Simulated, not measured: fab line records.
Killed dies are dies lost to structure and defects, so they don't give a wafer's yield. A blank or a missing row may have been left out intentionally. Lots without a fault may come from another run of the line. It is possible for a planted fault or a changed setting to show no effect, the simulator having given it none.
Code-filled problem report in 8D (eight disciplines) form / flow nandHarc / the parts of the form that need people (team, actions taken, sign-off) are left out

## 1. WHAT IS WRONG
killedAtPeriphery at NHARC_END_SORT_01 reads a mean of 38.0 on 1 wafer of 1 lot; wafers without a fault read 3.7 with a standard deviation of 2.9. Measured from the usual mean, that is +12 standard deviations.
Earliest sighting: wafer L279.6 on prober-01 at day 30 14:10. Wafers with a number at this step in the record: 13, from 5 lots. The rule behind "out" and "out of limits": a value lying over 4 standard deviations away from the usual mean. The other wafers with a number count as sound.

## 2. WHAT IT IS, WHAT IT ISN'T
question=which readings at this step; is=killedAtPeriphery, sort_bin_3_pct, sortRimYieldPct; is not=defectLimitedYield, killedAtArray, killedAtOther, killedDies, killedShort, sort_bin_2_pct, sort_bin_4_pct, sortNPass, sortYieldPct
question=which lots; is=L279; is not=L269, L270, L274, L277
question=which wafers of those lots; is=L279.6; is not=L279.4, L279.5
question=read on which gauges; is=prober-01; is not=prober-02
question=when; is=from day 30 14:10; is not=up to then (12 sound wafers)

## 3. THE SUSPECTS, EACH WITH WHAT RULES IT OUT
Counting: a tool at a process step up to the reading stays a suspect if it ran every lot that is out. Sound lots after the first of them don't rule it out here, since some wafers of a struck lot are sound.
- the gauge at NHARC_END_SORT_01: kept. All the wafers that are out were read on prober-01, and no step on other tools shows them out.
- pvdSputter-03 at NHARC_P_M2_PRE_CLEAN_30 (time 30 s): kept. L279, the lot that is out, went through it at day 12 11:41; up to then, the latest sound lot through it was L277 at day 11 10:02.
- pvdSputter-03 at NHARC_THIN_TSV_PRE_CLEAN_50 (time 30 s): kept. L279, the lot that is out, went through it at day 30 12:35; up to then, the latest sound lot through it was L277 at day 29 03:14. NHARC_THIN_TSV_PRE_CLEAN_50: start missing for some lots; hours and lot order therefore follow NHARC_END_SORT_01.
- pvdSputter-03 at NHARC_THIN_TSV_PVD_19 (deposits TaN, target thk 20 nm): kept. L279, the lot that is out, went through it at day 30 12:35; up to then, the latest sound lot through it was L277 at day 29 03:14. NHARC_THIN_TSV_PVD_19: start missing for some lots; hours and lot order therefore follow NHARC_END_SORT_01.
- pvdSputter-03 at NHARC_THIN_TSV_PVD_51 (deposits Cu, target thk 100 nm): kept. L279, the lot that is out, went through it at day 30 12:35; up to then, the latest sound lot through it was L277 at day 29 03:14. NHARC_THIN_TSV_PVD_51: start missing for some lots; hours and lot order therefore follow NHARC_END_SORT_01.
Left after counting: pvdSputter-03 at NHARC_P_M2_PRE_CLEAN_30, pvdSputter-03 at NHARC_THIN_TSV_PRE_CLEAN_50, pvdSputter-03 at NHARC_THIN_TSV_PVD_19, pvdSputter-03 at NHARC_THIN_TSV_PVD_51, prober-01 at NHARC_END_SORT_01.

## 4. THE CAUSE (what the simulator had put in)
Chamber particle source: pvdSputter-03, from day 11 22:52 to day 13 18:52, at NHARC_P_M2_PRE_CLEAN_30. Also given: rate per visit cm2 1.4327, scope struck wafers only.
Of the 5 suspects that counting leaves, this tool is one.

## 5. THE CHAIN OF EFFECTS, in route order
One row per reading whose mean, taken over the struck wafers that have a number, lies over 3 standard deviations from the usual. Only readings whose record carries a usual standard deviation are examined. hours: median over the lots of the time between each lot's start at the first step of this table that gives one and its start at this step. sigmas: the change, counted in usual standard deviations.
hours=0; step=NHARC_END_SORT_01; reading=killedAtPeriphery; usual=3.7; on struck wafers=38.0; change=+34.3; sigmas=+12
hours=0; step=NHARC_END_SORT_01; reading=sort_bin_3_pct; usual=0.6 %; on struck wafers=2.7; change=+2.1; sigmas=+6.4
hours=0; step=NHARC_END_SORT_01; reading=sortRimYieldPct; usual=94 %; on struck wafers=77; change=-17; sigmas=-4.5

## 6. WHAT WOULD HAVE CAUGHT IT SOONER
The first out-of-limits reading at a measuring or inspecting step in this record came at day 30 14:10, 447 hours after the fault's start at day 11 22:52.
No tool reading at NHARC_P_M2_PRE_CLEAN_30 that has a usual standard deviation in the record was out on any struck wafer, so an alarm limit of 4 standard deviations on those readings would not have fired.
By day 30 14:10, every lot that is out (1) had started NHARC_P_M2_PRE_CLEAN_30 on pvdSputter-03. A hold on the tool at that time would have spared none of them.
